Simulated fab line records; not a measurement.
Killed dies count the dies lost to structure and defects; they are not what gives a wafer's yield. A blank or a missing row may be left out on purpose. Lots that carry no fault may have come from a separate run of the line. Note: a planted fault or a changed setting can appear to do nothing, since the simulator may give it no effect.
Matching of chambers | flow nand-harc | 4 sister chambers for NHARC_P_CONTACT_ALD_22 on ald-metal-03
The step deposits TiN, target thk 3 nm, pulse time 1 s, ald cycles 150. 4 wafers are shown with their chamber, then 12 later ones without.

WAFERS, EACH WITH ITS CHAMBER
wafer  | chamber | heater-power-w (W)
L086.6 | 2       | 1014
L088.4 | 3       | 1040
L089.2 | 0       | 1069
L089.5 | 1       | 1114

WAFERS WHOSE CHAMBER IS MISSING
wafer  | heater-power-w (W)
L089.1 | 1018
L089.3 | 996
L089.6 | 1056
L092.1 | 1033
L092.3 | 1007
L092.4 | 1026
L093.1 | 1044
L093.5 | 1026
L093.6 | 1062
L096.2 | 1005
L096.5 | 1005
L096.6 | 1105

WHICH CHAMBER EACH WENT THROUGH
wafer  | from the rows above     | in truth
L089.1 | can't be placed: 2 or 3 | 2
L089.3 | 2                       | 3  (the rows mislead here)
L089.6 | can't be placed: 0 or 3 | 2
L092.1 | can't be placed: 3 or 2 | 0
L092.3 | 2                       | 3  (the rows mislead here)
L092.4 | can't be placed: 2 or 3 | 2
L093.1 | 3                       | 3
L093.5 | can't be placed: 2 or 3 | 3
L093.6 | can't be placed: 0 or 3 | 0
L096.2 | 2                       | 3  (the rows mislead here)
L096.5 | 2                       | 2
L096.6 | 1                       | 1
Correct placement for 3 of the 12. Not placeable from these rows: 6 (in 4, the candidates include the true chamber). Number placed wrongly: 3.
How it was worked out, from the rows above alone: a wafer's distance from a chamber is the root of the sum, over the readings, of the square of ((its reading less the chamber's mean) divided by the reading's scatter). The wafer belongs to the nearest chamber; if the next one is less than 2 further off, it can't be placed. The mean given for a chamber averages the wafers shown for that chamber. The scatter: root of mean squared gap, hidden wafer to nearest shown wafer, with one shown wafer a chamber.
